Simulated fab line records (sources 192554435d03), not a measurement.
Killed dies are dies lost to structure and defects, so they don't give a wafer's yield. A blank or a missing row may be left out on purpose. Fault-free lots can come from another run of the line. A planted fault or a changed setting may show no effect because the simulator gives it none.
fab line records	flow n5Finfet
record lots=24	wafers=72	lastDay=18
route steps=1938 shown BEOL_M15@1795 PASS1_DEP@1831 PASSIVATION@1916
lots that met no fault: taken from a fault-free run of the same line
startH: start of the lot's first displayed wafer, in hours after the record's first day	waitH: hours since the lot's step before	" unchanged from the row above	L1.1+2: a single row standing in for several wafers	- no value, or no start given	* or withheld: withheld	< > ~ a bound
route shown NAME@n: NAME is a module with steps in the file, n the number in the route of the first one	usual: the fault-free wafers' mean and standard deviation	same: alike in all rows	chamber/n: place in a boat	sites: the reading at each site	_std_site: the values' standard deviation	_edge_site: inner sites' mean taken away from outer sites' mean	radiusMm: how far each site lies from the wafer's centre	mask NAME#n: copy n	behind: the tool/chamber that last shaped the wafer	hold: cause of the lot's hold/its duration in hours/its outcome	device: the n, p or np transistor that did not switch	end of line: tests of these same wafers at the route's end	step lacking rows: just its recipe	killed: dies that structure and defects cost at the first sort, which is not the same as the wafer's yield	map: dies across one wafer; x = killed, . = not, _ = none there
set.NAME: setting as actually run; set.NAME@STEP: the setting as run at that earlier step	model.NAME: the simulator's own value behind a step, which no gauge read
one table for each step of the route and one row for each wafer, over a sample of lots
services: when a tool's chamber went out of use (startH, in hours from the record's first day, below 0 if earlier), for how many hours, and the reason
## steps
# step N5_BEOL_M15_ETCH_57
# recipe chemistry=N2/H2	target=SOC	sourceW=3000	biasW=350	timeS=750	ionEnergyEv=200	pressureMtorr=30	n2FlowSccm=200	h2FlowSccm=200
# usual drypumpMotorCurrentA=5.7/0.44	oesProductAu=0.80/0.1	rfVppV=524.3/2.8	showerheadPlenumPTorr=2.56/0.1	throttleValvePct=17.81/0.22
lot.wafer	tool	chamber	startH	waitH	drypumpMotorCurrentA	oesProductAu	rfHoursCounterH	rfVppV	showerheadPlenumPTorr	throttleValvePct
L074.2	rieDiel-02	0	246.45	-	5.7	0.92	17	525.5	2.62	17.69
L074.4	"	3	"	"	4.9	0.71	224	519.7	2.40	18.08
L074.6	"	0	"	"	5.7	0.92	-	526.0	2.62	17.68
L075.1	rieDiel-02	0	269.75	-	5.7	0.91	25	524.5	2.61	17.70
L075.4	"	3	"	"	4.9	0.71	232	520.5	2.40	18.11
L075.6	"	3	"	"	4.9	0.70	-	520.2	2.40	18.10
L076.3	rieDiel-04	2	279.69	-	5.8	0.71	193	523.3	2.52	17.71
L076.5	"	0	"	"	5.5	0.68	-	519.4	2.40	18.14
L076.6	"	3	"	"	6.3	0.82	-	527.7	2.68	17.87
L077.2	rieDiel-04	3	283.38	-	6.3	0.82	79	527.4	2.68	17.88
L077.4	"	1	"	"	5.2	0.95	7	525.8	2.61	17.60
L077.5	"	0	"	"	5.5	0.68	-	519.9	2.40	18.13
L078.1	rieDiel-02	3	289.56	-	4.9	0.71	237	520.7	2.40	18.12
L078.3	"	0	"	"	5.7	0.92	30	526.2	2.61	17.71
L078.4	"	2	"	"	5.8	0.75	173	522.0	2.54	18.12
L080.2	rieDiel-02	3	305.72	-	4.9	0.71	241	521.2	2.40	18.13
L080.3	"	1	"	"	6.3	0.92	24	522.1	2.48	17.40
L080.6	"	2	"	"	5.8	0.73	-	522.3	2.53	18.14
L079.1	rieDiel-04	2	306.79	-	5.8	0.71	203	523.6	2.51	17.72
L079.3	"	0	"	"	5.5	0.67	249	519.8	2.40	18.14
L079.4	"	3	"	"	6.3	0.82	88	526.9	2.68	17.90
L082.4	rieDiel-03	2	312.60	-	6.0	0.73	204	520.4	2.43	17.99
L082.5	"	0	"	"	5.9	0.82	-	523.0	2.45	17.60
L082.6	"	1	"	"	5.7	0.75	-	524.8	2.53	17.60
L085.2	rieDiel-04	2	312.99	-	5.8	0.69	206	524.9	2.51	17.73
L085.3	"	3	"	"	6.3	0.81	90	529.3	2.68	17.90
L085.5	"	1	"	"	5.2	0.92	-	526.3	2.61	17.63
L081.3	rieDiel-04	1	316.66	-	5.2	0.92	19	525.6	2.61	17.63
L081.5	"	1	"	"	5.2	0.92	-	525.2	2.61	17.60
L081.6	"	2	"	"	5.8	0.70	-	522.5	2.51	17.75
L083.4	rieDiel-02	3	323.73	-	4.9	0.70	249	520.3	2.39	18.15
L083.5	"	3	"	"	4.9	0.70	-	520.0	2.39	18.14
L083.6	"	2	"	"	5.8	0.72	-	523.6	2.53	18.14
L084.3	rieDiel-02	2	324.56	-	5.9	0.73	189	522.2	2.53	18.15
L084.4	"	1	"	"	6.4	0.90	33	522.5	2.48	17.39
L084.5	"	3	"	"	4.9	0.69	-	520.8	2.39	18.14
L087.1	rieDiel-03	1	326.36	-	5.7	0.74	185	523.5	2.52	17.63
L087.3	"	3	"	"	5.5	0.68	227	525.0	2.63	17.83
L087.6	"	3	"	"	5.5	0.68	-	526.0	2.63	17.84
L088.2	rieDiel-04	3	331.54	-	6.3	0.81	97	526.9	2.68	17.91
L088.4	"	2	"	"	5.8	0.71	212	521.8	2.51	17.72
L088.5	"	1	"	"	5.2	0.92	-	525.4	2.60	17.64
L086.1	rieDiel-04	2	332.43	-	5.8	0.70	213	523.7	2.51	17.74
L086.3	"	1	"	"	5.2	0.91	25	526.5	2.60	17.63
L086.5	"	2	"	"	5.8	0.70	-	523.3	2.51	17.73
L089.4	rieDiel-04	2	357.02	-	5.8	0.69	-	522.9	2.51	17.75
L089.5	"	3	"	"	6.3	0.80	-	526.9	2.67	17.93
L089.6	"	0	"	"	5.5	0.96	-	527.6	2.71	17.70
L090.1	rieDiel-02	0	367.03	-	5.7	0.86	51	523.4	2.60	17.73
L090.3	"	2	"	"	5.8	0.71	201	523.4	2.52	18.17
L090.5	"	0	"	"	5.7	0.87	-	524.9	2.60	17.74
L091.3	rieDiel-03	1	370.49	-	5.7	0.74	199	523.2	2.52	17.65
L091.5	"	2	"	"	6.0	0.71	-	520.0	2.42	18.02
L091.6	"	3	"	"	5.5	0.67	-	527.1	2.62	17.88
L093.2	rieDiel-03	1	376.99	-	5.7	0.73	200	522.3	2.52	17.65
L093.3	"	0	"	"	5.9	0.79	106	520.9	2.45	17.64
L093.5	"	3	"	"	5.5	0.66	-	523.8	2.62	17.88
L094.1	rieDiel-04	1	377.26	-	5.2	0.89	34	524.1	2.60	17.63
L094.5	"	2	"	"	5.8	0.69	-	522.5	2.50	17.76
L094.6	"	1	"	"	5.2	0.90	-	525.4	2.60	17.64
L092.2	rieDiel-04	2	378.10	-	5.8	0.69	225	523.4	2.50	17.77
L092.3	"	3	"	"	6.3	0.80	109	526.0	2.67	17.93
L092.6	"	2	"	"	5.8	0.69	-	523.6	2.50	17.77
L095.1	rieDiel-02	2	403.02	-	5.9	0.70	212	523.1	2.52	18.19
L095.4	"	0	"	"	5.7	0.85	63	525.5	2.60	17.75
L095.5	"	0	"	"	5.7	0.85	-	523.9	2.60	17.76
L096.1	rieDiel-04	0	417.88	-	5.5	0.93	24	528.6	2.71	17.71
L096.2	"	2	"	"	5.8	0.68	237	523.4	2.50	17.76
L096.5	"	0	"	"	5.5	0.93	-	528.9	2.71	17.72
L097.2	rieDiel-02	2	418.20	-	5.9	0.70	216	523.4	2.52	18.18
L097.3	"	0	"	"	5.7	0.83	67	524.9	2.59	17.74
L097.5	"	3	"	"	4.9	0.90	-	528.6	2.70	17.72
# step N5_BEOL_M15_STRIP_37
# recipe chemistry=O2	powerW=600	tempC=60	pressureMtorr=30	rfFrequencyHz=6e+07	biasPowerW=0	overashFraction=0.3	o2FlowSccm=225
# usual drypumpMotorCurrentA=5.8/0.4	oesProductAu=0.79/0.095	rfVppV=3.7/0.63	showerheadPlenumPTorr=2.09/0.081	throttleValvePct=16.63/0.25
lot.wafer	tool	chamber	startH	waitH	drypumpMotorCurrentA	oesProductAu	rfHoursCounterH	rfVppV	showerheadPlenumPTorr	throttleValvePct
L074.2	rieDiel-02	3	-	-	4.9	0.71	225	3.8	2.00	17.14
L074.4	"	1	"	"	6.3	0.96	8	3.7	2.03	16.20
L074.6	"	1	"	"	6.3	0.96	-	3.1	2.03	16.20
L075.1	rieDiel-02	3	-	-	4.9	0.70	233	4.1	2.00	17.18
L075.4	"	1	"	"	6.3	0.95	13	3.7	2.03	16.20
L075.6	"	0	"	"	5.7	0.90	-	5.4	2.14	16.41
L076.3	rieDiel-03	1	-	-	5.7	0.75	172	3.5	2.08	16.50
L076.5	"	3	"	"	5.5	0.68	-	3.6	2.16	16.76
L076.6	"	0	"	"	5.9	0.83	-	2.5	2.02	16.43
L077.2	rieDiel-03	2	-	-	6.0	0.74	197	5.6	1.99	16.78
L077.4	"	1	"	"	5.7	0.75	173	5.1	2.08	16.51
L077.5	"	3	"	"	5.5	0.68	-	3.7	2.16	16.77
L078.1	rieDiel-02	0	-	-	5.7	0.90	31	3.5	2.14	16.44
L078.3	"	2	"	"	5.8	0.73	174	3.4	2.09	16.96
L078.4	"	3	"	"	4.9	0.69	238	4.5	2.00	17.17
L080.2	rieDiel-02	2	-	-	5.9	0.73	181	3.8	2.09	16.96
L080.3	"	1	"	"	6.4	0.91	25	2.7	2.03	16.23
L080.6	"	1	"	"	6.4	0.92	-	3.5	2.03	16.22
L079.1	rieDiel-03	0	-	-	5.9	0.82	89	1.7	2.01	16.40
L079.3	"	3	"	"	5.5	0.68	221	5.4	2.16	16.79
L079.4	"	2	"	"	6.1	0.73	203	4.2	1.99	16.78
L082.4	rieDiel-03	1	-	-	5.7	0.74	181	4.2	2.08	16.51
L082.5	"	2	"	"	6.0	0.74	-	4.0	1.99	16.78
L082.6	"	1	"	"	5.7	0.74	-	4.1	2.08	16.50
L081.3	rieDiel-02	1	-	-	6.4	0.89	31	3.6	2.03	16.24
L081.5	"	2	"	"	5.8	0.72	-	3.7	2.09	16.97
L081.6	"	1	"	"	6.4	0.90	-	3.7	2.02	16.23
L085.2	rieDiel-02	0	-	-	5.7	0.88	38	3.4	2.13	16.42
L085.3	"	3	"	"	4.9	0.70	248	4.2	1.99	17.20
L085.5	"	1	"	"	6.4	0.90	-	4.3	2.02	16.24
L083.4	rieDiel-04	1	-	-	5.2	0.91	23	4.2	2.15	16.48
L083.5	"	0	"	"	5.5	0.99	-	4.1	2.22	16.40
L083.6	"	1	"	"	5.2	0.91	-	3.5	2.15	16.45
L084.3	rieDiel-03	2	-	-	6.0	0.73	210	3.6	1.99	16.79
L084.4	"	2	"	"	6.0	0.72	-	4.5	1.99	16.79
L084.5	"	1	"	"	5.7	0.73	-	3.5	2.07	16.49
L087.1	rieDiel-04	0	-	-	5.5	1.01	2	3.1	2.22	16.40
L087.3	"	1	"	"	5.2	0.91	24	3.6	2.15	16.47
L087.6	"	2	"	"	5.8	0.70	-	3.0	2.05	16.66
L088.2	rieDiel-03	3	-	-	5.5	0.68	231	4.2	2.16	16.79
L088.4	"	1	"	"	5.7	0.74	190	3.8	2.07	16.50
L088.5	"	2	"	"	6.0	0.73	-	3.7	1.98	16.78
L086.1	rieDiel-02	0	-	-	5.7	0.86	44	3.6	2.13	16.46
L086.3	"	3	"	"	4.9	0.99	0	3.6	2.26	16.71
L086.5	"	2	"	"	5.8	0.72	-	4.7	2.08	16.96
L089.4	rieDiel-04	3	-	-	6.3	0.79	103	3.9	2.22	16.84
L089.5	"	0	"	"	5.5	0.96	-	3.1	2.22	16.42
L089.6	"	3	"	"	6.3	0.79	-	2.9	2.22	16.84
L090.1	rieDiel-02	0	-	-	5.7	0.86	54	3.5	2.13	16.45
L090.3	"	1	"	"	6.3	0.88	47	3.3	2.02	16.25
L090.5	"	0	"	"	5.7	0.86	-	3.3	2.13	16.46
L091.3	rieDiel-04	2	-	-	5.8	0.69	224	3.2	2.05	16.69
L091.5	"	0	"	"	5.5	0.95	-	3.4	2.22	16.42
L091.6	"	1	"	"	5.2	0.90	-	3.1	2.15	16.48
L093.2	rieDiel-03	0	-	-	5.9	0.80	107	3.7	2.01	16.45
L093.3	"	3	"	"	5.5	0.67	242	2.9	2.15	16.83
L093.5	"	2	"	"	6.0	0.72	-	2.7	1.98	16.81
L094.1	rieDiel-04	3	-	-	6.3	0.79	109	3.3	2.22	16.85
L094.5	"	1	"	"	5.2	0.89	-	3.5	2.15	16.49
L094.6	"	2	"	"	5.8	0.69	-	2.9	2.05	16.68
L092.2	rieDiel-02	3	-	-	4.9	0.93	14	4.7	2.25	16.74
L092.3	"	1	"	"	6.3	0.87	51	4.7	2.02	16.28
L092.6	"	2	"	"	5.8	0.71	-	3.8	2.08	17.01
L095.1	rieDiel-03	1	-	-	5.7	0.72	208	3.5	2.07	16.56
L095.4	"	0	"	"	5.9	0.79	114	4.1	2.01	16.45
L095.5	"	1	"	"	5.7	0.74	-	4.2	2.07	16.56
L096.1	rieDiel-03	1	-	-	5.7	0.73	212	3.7	2.07	16.55
L096.2	"	0	"	"	5.9	0.78	118	4.1	2.01	16.50
L096.5	"	1	"	"	5.7	0.72	-	5.0	2.07	16.56
L097.2	rieDiel-03	0	-	-	6.0	0.78	118	3.5	2.00	16.48
L097.3	"	1	"	"	5.7	0.72	212	3.3	2.07	16.57
L097.5	"	2	"	"	6.0	0.70	-	2.5	1.98	16.82
# step N5_BEOL_M15_DEGAS_41
# recipe ambient=vacuum	tempC=300	timeS=60
# usual heaterPowerW=479/42
lot.wafer	tool	chamber	startH	waitH	heaterPowerW
L074.2	pvdSputter-01	-	251.27	0.4	512
L074.4	"	-	"	"	418
L074.6	"	-	"	"	435
L075.1	pvdSputter-01	-	275.34	0.3	423
L075.4	"	-	"	"	446
L075.6	"	-	"	"	509
L076.3	pvdSputter-03	-	283.10	0.4	466
L076.5	"	-	"	"	483
L076.6	"	-	"	"	455
L077.2	pvdSputter-02	-	287.14	0.2	485
L077.4	"	-	"	"	421
L077.5	"	-	"	"	497
L078.1	pvdSputter-02	-	292.42	0.2	548
L078.3	"	-	"	"	422
L078.4	"	-	"	"	476
L080.2	pvdSputter-03	-	308.82	0.4	513
L080.3	"	-	"	"	468
L080.6	"	-	"	"	462
L079.1	pvdSputter-01	-	309.32	0.3	426
L079.3	"	-	"	"	495
L079.4	"	-	"	"	499
L082.4	pvdSputter-02	-	316.29	0.3	547
L082.5	"	-	"	"	426
L082.6	"	-	"	"	510
L081.3	pvdSputter-01	-	319.44	0.6	411
L081.5	"	-	"	"	406
L081.6	"	-	"	"	490
L085.2	pvdSputter-01	-	320.20	0.2	511
L085.3	"	-	"	"	411
L085.5	"	-	"	"	446
L083.4	pvdSputter-02	-	329.03	0.2	556
L083.5	"	-	"	"	485
L083.6	"	-	"	"	558
L084.3	pvdSputter-02	-	329.39	0.2	513
L084.4	"	-	"	"	490
L084.5	"	-	"	"	505
L087.1	pvdSputter-02	-	329.87	0.4	422
L087.3	"	-	"	"	486
L087.6	"	-	"	"	422
L088.2	pvdSputter-03	-	341.16	0.1	488
L088.4	"	-	"	"	517
L088.5	"	-	"	"	521
L086.1	pvdSputter-02	-	341.16	0.1	413
L086.3	"	-	"	"	473
L086.5	"	-	"	"	430
L089.4	pvdSputter-02	-	358.50	0.1	512
L089.5	"	-	"	"	552
L089.6	"	-	"	"	500
L090.1	pvdSputter-03	-	373.98	0.3	443
L090.3	"	-	"	"	480
L090.5	"	-	"	"	468
L091.3	pvdSputter-02	-	374.03	0.1	412
L091.5	"	-	"	"	502
L091.6	"	-	"	"	422
L093.2	pvdSputter-02	-	379.85	0.2	415
L093.3	"	-	"	"	558
L093.5	"	-	"	"	502
L094.1	pvdSputter-03	-	382.81	3.1	456
L094.5	"	-	"	"	519
L094.6	"	-	"	"	483
L092.2	pvdSputter-03	-	386.35	0.1	453
L092.3	"	-	"	"	514
L092.6	"	-	"	"	530
L095.1	pvdSputter-01	-	406.54	0.5	500
L095.4	"	-	"	"	446
L095.5	"	-	"	"	410
L096.1	pvdSputter-02	-	420.14	0.3	473
L096.2	"	-	"	"	511
L096.5	"	-	"	"	482
L097.2	pvdSputter-03	-	420.43	0.3	476
L097.3	"	-	"	"	501
L097.5	"	-	"	"	456
# step N5_BEOL_M15_SPUTTER_44
# recipe material=Ta	targetThkA=150	tempC=50	biasV=80	powerW=15000	chamberPressurePa=0.07	timeS=24.19
# usual throttleValvePct=30.0/1
lot.wafer	tool	chamber	startH	waitH	throttleValvePct
L074.2	pvdSputter-01	-	251.43	0.0	31.9
L074.4	"	-	"	"	30.8
L074.6	"	-	"	"	29.6
L075.1	pvdSputter-01	-	275.50	0.0	30.9
L075.4	"	-	"	"	29.7
L075.6	"	-	"	"	29.7
L076.3	pvdSputter-03	-	283.26	0.0	30.3
L076.5	"	-	"	"	29.8
L076.6	"	-	"	"	30.1
L077.2	pvdSputter-02	-	287.30	0.0	28.8
L077.4	"	-	"	"	30.8
L077.5	"	-	"	"	30.6
L078.1	pvdSputter-02	-	292.58	0.0	28.2
L078.3	"	-	"	"	30.8
L078.4	"	-	"	"	29.0
L080.2	pvdSputter-03	-	308.98	0.0	30.7
L080.3	"	-	"	"	30.5
L080.6	"	-	"	"	30.4
L079.1	pvdSputter-01	-	309.48	0.0	29.9
L079.3	"	-	"	"	31.9
L079.4	"	-	"	"	29.8
L082.4	pvdSputter-02	-	316.45	0.0	27.9
L082.5	"	-	"	"	31.0
L082.6	"	-	"	"	30.5
L081.3	pvdSputter-01	-	319.60	0.0	30.8
L081.5	"	-	"	"	30.7
L081.6	"	-	"	"	31.7
L085.2	pvdSputter-01	-	320.36	0.0	29.9
L085.3	"	-	"	"	30.9
L085.5	"	-	"	"	29.7
L083.4	pvdSputter-02	-	329.19	0.0	27.9
L083.5	"	-	"	"	28.5
L083.6	"	-	"	"	28.1
L084.3	pvdSputter-02	-	329.55	0.0	30.7
L084.4	"	-	"	"	28.7
L084.5	"	-	"	"	30.6
L087.1	pvdSputter-02	-	330.03	0.0	30.9
L087.3	"	-	"	"	28.8
L087.6	"	-	"	"	30.8
L088.2	pvdSputter-03	-	341.32	0.0	30.3
L088.4	"	-	"	"	30.5
L088.5	"	-	"	"	30.8
L086.1	pvdSputter-02	-	341.32	0.0	31.0
L086.3	"	-	"	"	28.6
L086.5	"	-	"	"	30.7
L089.4	pvdSputter-02	-	358.66	0.0	30.5
L089.5	"	-	"	"	27.9
L089.6	"	-	"	"	29.1
L090.1	pvdSputter-03	-	374.14	0.0	29.6
L090.3	"	-	"	"	29.8
L090.5	"	-	"	"	30.4
L091.3	pvdSputter-02	-	374.19	0.0	31.1
L091.5	"	-	"	"	30.7
L091.6	"	-	"	"	31.0
L093.2	pvdSputter-02	-	380.01	0.0	30.7
L093.3	"	-	"	"	28.2
L093.5	"	-	"	"	30.7
L094.1	pvdSputter-03	-	382.97	0.0	30.3
L094.5	"	-	"	"	30.8
L094.6	"	-	"	"	29.9
L092.2	pvdSputter-03	-	386.51	0.0	30.2
L092.3	"	-	"	"	30.6
L092.6	"	-	"	"	30.6
L095.1	pvdSputter-01	-	406.70	0.0	29.6
L095.4	"	-	"	"	29.8
L095.5	"	-	"	"	30.8
L096.1	pvdSputter-02	-	420.30	0.0	29.0
L096.2	"	-	"	"	30.7
L096.5	"	-	"	"	28.6
L097.2	pvdSputter-03	-	420.59	0.0	29.9
L097.3	"	-	"	"	30.7
L097.5	"	-	"	"	29.7
# step N5_PASSIVATION_PECVD_00
# recipe material=SiO2	targetThkA=2000	tempC=400	precursor=SiH4/N2O	pressureTorr=2.7	rfW=608	timeS=11.2
# usual heaterPowerOuterW=391/53	heaterPowerW=677/94	showerheadPlenumPTorr=8.14/0.099	throttleValvePct=52.0/2.9
lot.wafer	tool	chamber	startH	waitH	heaterPowerOuterW	heaterPowerW	showerheadPlenumPTorr	throttleValvePct
L074.2	pecvd-02	2	253.63	0.7	292	514	7.98	49.4
L074.4	"	1	"	"	397	663	8.41	52.2
L074.6	"	0	"	"	375	629	8.13	51.0
L075.1	pecvd-03	2	277.84	0.8	389	650	8.08	50.9
L075.4	"	1	"	"	352	671	8.17	56.8
L075.6	"	2	"	"	393	657	8.14	51.0
L076.3	pecvd-03	0	285.62	0.5	333	552	8.13	53.3
L076.5	"	0	"	"	354	583	8.14	53.1
L076.6	"	1	"	"	469	837	8.17	56.8
L077.2	pecvd-02	1	289.47	0.7	418	704	8.39	52.0
L077.4	"	2	"	"	332	578	8.00	49.7
L077.5	"	1	"	"	420	699	8.39	52.4
L078.1	pecvd-03	1	294.78	0.8	389	739	8.19	56.7
L078.3	"	2	"	"	430	687	8.09	51.0
L078.4	"	0	"	"	329	569	8.15	53.3
L080.2	pecvd-02	0	311.63	0.7	382	608	8.12	50.8
L080.3	"	2	"	"	347	596	7.99	49.9
L080.6	"	0	"	"	384	631	8.15	50.8
L079.1	pecvd-01	2	312.31	0.8	305	565	8.00	49.3
L079.3	"	1	"	"	536	905	8.14	47.0
L079.4	"	1	"	"	540	914	8.13	46.9
L082.4	pecvd-03	1	318.64	0.4	399	753	8.17	56.7
L082.5	"	0	"	"	342	569	8.15	53.1
L082.6	"	2	"	"	389	652	8.12	51.0
L081.3	pecvd-03	0	321.77	0.5	342	582	8.15	53.3
L081.5	"	1	"	"	392	742	8.20	56.8
L081.6	"	2	"	"	414	669	8.12	51.3
L085.2	pecvd-03	0	322.70	0.7	328	570	8.14	53.1
L085.3	"	1	"	"	427	787	8.16	56.9
L085.5	"	2	"	"	353	589	8.09	51.3
L083.4	pecvd-02	0	331.43	0.4	342	589	8.16	51.0
L083.5	"	2	"	"	357	623	7.99	49.7
L083.6	"	1	"	"	411	686	8.39	51.8
L084.3	pecvd-03	0	331.73	0.5	397	654	8.15	53.2
L084.4	"	1	"	"	417	779	8.19	56.6
L084.5	"	2	"	"	421	701	8.11	51.4
L087.1	pecvd-03	0	332.41	0.8	377	638	8.16	52.9
L087.3	"	2	"	"	403	680	8.11	51.5
L087.6	"	2	"	"	423	705	8.12	51.2
L086.1	pecvd-03	0	343.52	0.8	353	592	8.13	53.3
L086.3	"	2	"	"	394	640	8.10	51.4
L086.5	"	2	"	"	396	660	8.10	51.1
L088.2	pecvd-01	1	343.76	0.7	421	741	8.14	46.8
L088.4	"	0	"	"	390	709	8.11	55.2
L088.5	"	1	"	"	433	756	8.16	46.9
L089.4	pecvd-03	1	360.94	0.4	474	865	8.19	56.8
L089.5	"	2	"	"	374	619	8.09	51.4
L089.6	"	0	"	"	387	628	8.15	53.1
L090.1	pecvd-02	2	376.34	0.8	366	636	7.98	50.1
L090.3	"	0	"	"	432	710	8.12	50.9
L090.5	"	1	"	"	427	687	8.38	52.2
L091.3	pecvd-01	2	377.20	0.5	350	614	8.00	49.3
L091.5	"	2	"	"	349	632	8.00	49.7
L091.6	"	1	"	"	479	836	8.15	47.0
L093.2	pecvd-01	2	382.21	0.7	361	620	8.00	49.6
L093.3	"	0	"	"	372	672	8.12	55.2
L093.5	"	2	"	"	365	628	8.01	49.1
L094.1	pecvd-01	0	385.19	0.8	377	719	8.10	55.3
L094.5	"	1	"	"	485	834	8.11	47.0
L094.6	"	2	"	"	363	626	7.99	49.8
L092.2	pecvd-01	1	388.69	0.7	535	914	8.13	46.9
L092.3	"	2	"	"	342	593	7.99	49.5
L092.6	"	1	"	"	543	922	8.15	47.2
L095.1	pecvd-02	0	408.91	0.8	456	745	8.16	50.6
L095.4	"	1	"	"	333	580	8.39	51.8
L095.5	"	0	"	"	459	738	8.13	50.9
L096.1	pecvd-03	1	422.74	0.8	496	872	8.16	45.9
L096.2	"	0	"	"	342	571	8.16	53.3
L096.5	"	0	"	"	350	567	8.14	53.3
L097.2	pecvd-01	1	423.24	0.7	471	794	8.14	47.4
L097.3	"	0	"	"	410	741	8.11	55.0
L097.5	"	1	"	"	482	844	8.11	47.1
# step N5_PASSIVATION_PECVD_35
# recipe material=SiNx	targetThkA=7000	tempC=400	precursor=SiH4/NH3/N2	pressureTorr=4.9	rfW=1406	timeS=151.3
# usual heaterPowerOuterW=212/69	heaterPowerW=452/110	showerheadPlenumPTorr=8.66/0.048	throttleValvePct=29.7/1.9
lot.wafer	tool	chamber	startH	waitH	heaterPowerOuterW	heaterPowerW	showerheadPlenumPTorr	throttleValvePct
L074.2	pecvd-03	0	262.84	0.1	136	299	8.66	29.7
L074.4	"	2	"	"	194	386	8.66	29.0
L074.6	"	2	"	"	215	403	8.64	28.7
L075.1	pecvd-03	0	288.77	0.1	177	350	8.66	30.2
L075.4	"	2	"	"	217	400	8.61	28.9
L075.6	"	0	"	"	80	228	8.65	30.1
L076.3	pecvd-04	1	294.55	0.1	212	551	8.75	32.4
L076.5	"	1	"	"	259	579	8.75	32.3
L076.6	"	0	"	"	227	426	8.70	30.5
L077.2	pecvd-04	2	299.70	0.1	273	531	8.63	27.8
L077.4	"	0	"	"	301	543	8.69	30.4
L077.5	"	1	"	"	217	533	8.76	32.5
L078.1	pecvd-03	1	303.02	0.1	253	569	8.71	31.9
L078.3	"	2	"	"	205	408	8.64	29.1
L078.4	"	1	"	"	137	409	8.68	32.1
L080.2	pecvd-01	0	321.85	0.1	160	402	8.66	31.0
L080.3	"	2	"	"	172	372	8.57	27.8
L080.6	"	2	"	"	69	239	8.53	27.9
L079.1	pecvd-03	2	322.05	0.1	166	355	8.64	29.2
L079.3	"	0	"	"	177	364	8.67	30.0
L079.4	"	2	"	"	192	390	8.64	29.2
L082.4	pecvd-01	2	326.36	0.1	72	242	8.57	28.1
L082.5	"	0	"	"	136	363	8.65	31.1
L082.6	"	1	"	"	199	449	8.65	26.8
L081.3	pecvd-04	2	331.11	0.1	247	502	8.64	27.8
L081.5	"	0	"	"	219	435	8.72	30.6
L081.6	"	1	"	"	254	603	8.74	32.4
L085.2	pecvd-04	2	331.48	0.1	274	525	8.62	27.7
L085.3	"	0	"	"	280	519	8.69	30.7
L085.5	"	1	"	"	270	623	8.73	32.4
L083.4	pecvd-01	1	343.50	0.1	290	587	8.66	26.5
L083.5	"	2	"	"	153	364	8.55	27.7
L083.6	"	0	"	"	180	429	8.64	31.3
L084.3	pecvd-03	2	349.05	0.1	132	303	8.66	28.8
L084.4	"	1	"	"	258	568	8.70	32.1
L084.5	"	0	"	"	83	229	8.69	29.8
L087.1	pecvd-03	2	349.43	0.1	211	403	8.63	29.3
L087.3	"	1	"	"	202	480	8.69	31.8
L087.6	"	0	"	"	82	228	8.66	30.2
L086.1	pecvd-04	1	353.46	0.1	192	520	8.73	32.4
L086.3	"	2	"	"	236	469	8.62	27.9
L086.5	"	1	"	"	233	550	8.69	32.5
L088.2	pecvd-01	1	354.76	0.1	241	516	8.66	26.6
L088.4	"	1	"	"	281	552	8.66	26.4
L088.5	"	0	"	"	185	431	8.64	31.2
L089.4	pecvd-01	2	371.12	0.1	71	245	8.55	28.1
L089.5	"	0	"	"	199	452	8.65	30.9
L089.6	"	1	"	"	333	636	8.65	26.9
L090.1	pecvd-04	2	387.40	0.1	212	449	8.63	28.0
L090.3	"	0	"	"	338	578	8.72	30.8
L090.5	"	2	"	"	245	489	8.63	28.1
L091.3	pecvd-03	2	390.75	0.1	219	424	8.63	29.4
L091.5	"	2	"	"	109	274	8.64	29.4
L091.6	"	0	"	"	176	360	8.68	30.2
L093.2	pecvd-01	1	392.16	0.1	258	540	8.66	27.0
L093.3	"	0	"	"	119	344	8.64	31.3
L093.5	"	0	"	"	149	391	8.65	31.1
L094.1	pecvd-01	1	392.98	0.1	248	516	8.66	26.5
L094.5	"	2	"	"	128	311	8.57	28.0
L094.6	"	1	"	"	285	595	8.64	26.9
L092.2	pecvd-04	0	397.83	0.1	340	581	8.70	30.9
L092.3	"	1	"	"	258	596	8.73	32.6
L092.6	"	0	"	"	217	429	8.70	30.5
L095.1	pecvd-03	1	421.62	0.1	200	482	8.66	26.0
L095.4	"	0	"	"	165	346	8.67	30.0
L095.5	"	2	"	"	203	395	8.64	29.3
L097.2	pecvd-04	2	433.66	0.1	284	546	8.62	28.3
L097.3	"	1	"	"	288	645	8.73	32.4
L097.5	"	1	"	"	161	462	8.73	32.4
L096.1	pecvd-04	0	434.71	0.1	312	568	8.69	31.2
L096.2	"	1	"	"	207	531	8.77	32.4
L096.5	"	1	"	"	248	572	8.73	32.7
## services
tool	chamber	startH	hours	kind
pecvd-03	1	241.93	22.3	repair
rieDiel-02	1	257.11	6.0	repair
pecvd-02	0	279.07	4.1	repair
rieDiel-04	0	284.54	18.3	repair
pecvd-01	-	293.53	14.6	pm
rieDiel-02	3	293.80	6.4	repair
pvdSputter-02	-	310.46	4.5	repair
rieDiel-03	0	318.87	4.7	repair
pvdSputter-02	-	324.98	1.7	repair
rieDiel-03	0	325.59	3.4	repair
pvdSputter-03	-	330.58	2.5	repair
pvdSputter-03	-	333.25	7.2	repair
pecvd-02	-	339.09	14.6	pm
pvdSputter-02	-	343.85	3.3	repair
rieDiel-04	1	350.14	7.9	repair
pecvd-02	-	359.09	0.9	repair
pecvd-03	-	361.79	0.8	repair
rieDiel-04	0	378.54	9.7	repair
pvdSputter-01	-	379.91	5.9	repair
pvdSputter-02	-	392.32	6.4	repair
pvdSputter-01	-	398.43	1.6	repair
pecvd-01	-	406.79	5.5	pm
rieDiel-02	1	412.41	6.0	repair
rieDiel-03	0	431.52	6.5	repair
## key
fault none
